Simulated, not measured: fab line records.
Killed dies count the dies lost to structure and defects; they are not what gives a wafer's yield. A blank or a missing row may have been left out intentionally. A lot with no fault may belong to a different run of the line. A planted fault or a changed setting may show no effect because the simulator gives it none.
Matching of chambers || flow nandHarc || NHARC_A_STAIRCASE_TRIM_196 on rieDiel-01: 4 sister chambers
The step chemistry O2, time 211.2 s. 20 wafers are shown with their chamber, then 10 later ones without.

## EACH WAFER AND ITS CHAMBER
{"wafer": "L075.2", "chamber": 0, "drypumpMotorCurrentA (A)": 5.4, "showerheadPlenumPTorr (Torr)": 3.57, "oesProductAu (a.u.)": 1.001}
{"wafer": "L075.5", "chamber": 1, "drypumpMotorCurrentA (A)": 6.4, "showerheadPlenumPTorr (Torr)": 3.35, "oesProductAu (a.u.)": 1.009}
{"wafer": "L075.6", "chamber": 0, "drypumpMotorCurrentA (A)": 5.4, "showerheadPlenumPTorr (Torr)": 3.57, "oesProductAu (a.u.)": 0.988}
{"wafer": "L079.2", "chamber": 3, "drypumpMotorCurrentA (A)": 5.9, "showerheadPlenumPTorr (Torr)": 3.78, "oesProductAu (a.u.)": 1.014}
{"wafer": "L079.5", "chamber": 3, "drypumpMotorCurrentA (A)": 5.8, "showerheadPlenumPTorr (Torr)": 3.78, "oesProductAu (a.u.)": 1.009}
{"wafer": "L079.6", "chamber": 2, "drypumpMotorCurrentA (A)": 5.7, "showerheadPlenumPTorr (Torr)": 3.29, "oesProductAu (a.u.)": 1.004}
{"wafer": "L080.1", "chamber": 3, "drypumpMotorCurrentA (A)": 5.8, "showerheadPlenumPTorr (Torr)": 3.77, "oesProductAu (a.u.)": 1.005}
{"wafer": "L080.3", "chamber": 0, "drypumpMotorCurrentA (A)": 5.4, "showerheadPlenumPTorr (Torr)": 3.56, "oesProductAu (a.u.)": 0.992}
{"wafer": "L080.5", "chamber": 3, "drypumpMotorCurrentA (A)": 5.8, "showerheadPlenumPTorr (Torr)": 3.77, "oesProductAu (a.u.)": 1.026}
{"wafer": "L082.1", "chamber": 1, "drypumpMotorCurrentA (A)": 6.4, "showerheadPlenumPTorr (Torr)": 3.34, "oesProductAu (a.u.)": 1.007}
{"wafer": "L082.4", "chamber": 2, "drypumpMotorCurrentA (A)": 5.7, "showerheadPlenumPTorr (Torr)": 3.28, "oesProductAu (a.u.)": 1.005}
{"wafer": "L082.6", "chamber": 0, "drypumpMotorCurrentA (A)": 5.4, "showerheadPlenumPTorr (Torr)": 3.55, "oesProductAu (a.u.)": 0.996}
{"wafer": "L083.2", "chamber": 3, "drypumpMotorCurrentA (A)": 5.8, "showerheadPlenumPTorr (Torr)": 3.77, "oesProductAu (a.u.)": 1.031}
{"wafer": "L083.4", "chamber": 2, "drypumpMotorCurrentA (A)": 5.7, "showerheadPlenumPTorr (Torr)": 3.28, "oesProductAu (a.u.)": 1.006}
{"wafer": "L083.6", "chamber": 2, "drypumpMotorCurrentA (A)": 5.7, "showerheadPlenumPTorr (Torr)": 3.28, "oesProductAu (a.u.)": 1.024}
{"wafer": "L085.1", "chamber": 2, "drypumpMotorCurrentA (A)": 5.7, "showerheadPlenumPTorr (Torr)": 3.28, "oesProductAu (a.u.)": 1.016}
{"wafer": "L085.2", "chamber": 3, "drypumpMotorCurrentA (A)": 5.8, "showerheadPlenumPTorr (Torr)": 3.77, "oesProductAu (a.u.)": 1.012}
{"wafer": "L085.3", "chamber": 0, "drypumpMotorCurrentA (A)": 5.4, "showerheadPlenumPTorr (Torr)": 3.55, "oesProductAu (a.u.)": 0.985}
{"wafer": "L090.1", "chamber": 3, "drypumpMotorCurrentA (A)": 5.9, "showerheadPlenumPTorr (Torr)": 3.76, "oesProductAu (a.u.)": 1.013}
{"wafer": "L090.3", "chamber": 2, "drypumpMotorCurrentA (A)": 5.7, "showerheadPlenumPTorr (Torr)": 3.27, "oesProductAu (a.u.)": 1.011}

SIGNATURES, as means of the wafers listed above
{"reading": "drypumpMotorCurrentA", "chamber 0": 5.400, "chamber 1": 6.400, "chamber 2": 5.700, "chamber 3": 5.829, "scatter within a chamber": 0.0299}
{"reading": "showerheadPlenumPTorr", "chamber 0": 3.5600, "chamber 1": 3.3450, "chamber 2": 3.2800, "chamber 3": 3.7714, "scatter within a chamber": 0.00765}
{"reading": "oesProductAu", "chamber 0": 0.99240, "chamber 1": 1.00800, "chamber 2": 1.01100, "chamber 3": 1.01571, "scatter within a chamber": 0.00787}
Rule: a wafer lies at a distance from a chamber equal to the root of the sum of squares, over the readings, of (its reading less the chamber's mean, divided by the reading's scatter). The wafer belongs to the nearest chamber; if the next one is less than 2 further off, it can't be placed. The scatter: take each reading less its chamber's mean, square it, sum over the shown wafers, divide by the number of wafers less the number of chambers, and take the root.

## WAFERS WITH NO CHAMBER GIVEN
{"wafer": "L090.5", "drypumpMotorCurrentA (A)": 5.8, "showerheadPlenumPTorr (Torr)": 3.76, "oesProductAu (a.u.)": 1.009}
{"wafer": "L091.3", "drypumpMotorCurrentA (A)": 5.8, "showerheadPlenumPTorr (Torr)": 3.76, "oesProductAu (a.u.)": 1.023}
{"wafer": "L091.4", "drypumpMotorCurrentA (A)": 6.4, "showerheadPlenumPTorr (Torr)": 3.32, "oesProductAu (a.u.)": 1.014}
{"wafer": "L091.6", "drypumpMotorCurrentA (A)": 5.7, "showerheadPlenumPTorr (Torr)": 3.27, "oesProductAu (a.u.)": 1.008}
{"wafer": "L092.1", "drypumpMotorCurrentA (A)": 5.4, "showerheadPlenumPTorr (Torr)": 3.54, "oesProductAu (a.u.)": 1.012}
{"wafer": "L092.2", "drypumpMotorCurrentA (A)": 6.4, "showerheadPlenumPTorr (Torr)": 3.32, "oesProductAu (a.u.)": 1.004}
{"wafer": "L092.3", "drypumpMotorCurrentA (A)": 5.7, "showerheadPlenumPTorr (Torr)": 3.26, "oesProductAu (a.u.)": 0.999}
{"wafer": "L094.1", "drypumpMotorCurrentA (A)": 6.4, "showerheadPlenumPTorr (Torr)": 3.32, "oesProductAu (a.u.)": 1.006}
{"wafer": "L094.2", "drypumpMotorCurrentA (A)": 5.7, "showerheadPlenumPTorr (Torr)": 3.26, "oesProductAu (a.u.)": 1.006}
{"wafer": "L094.4", "drypumpMotorCurrentA (A)": 5.4, "showerheadPlenumPTorr (Torr)": 3.54, "oesProductAu (a.u.)": 1.005}

## WHICH CHAMBER EACH WENT THROUGH
{"wafer": "L090.5", "from the rows above": 3, "in truth": 3}
{"wafer": "L091.3", "from the rows above": 3, "in truth": 3}
{"wafer": "L091.4", "from the rows above": 1, "in truth": 1}
{"wafer": "L091.6", "from the rows above": 2, "in truth": 2}
{"wafer": "L092.1", "from the rows above": 0, "in truth": 0}
{"wafer": "L092.2", "from the rows above": 1, "in truth": 1}
{"wafer": "L092.3", "from the rows above": 2, "in truth": 2}
{"wafer": "L094.1", "from the rows above": 1, "in truth": 1}
{"wafer": "L094.2", "from the rows above": 2, "in truth": 2}
{"wafer": "L094.4", "from the rows above": 0, "in truth": 0}
Placed correctly: 10 of 10. From these rows, 0 cannot be placed. 0 placed wrongly.
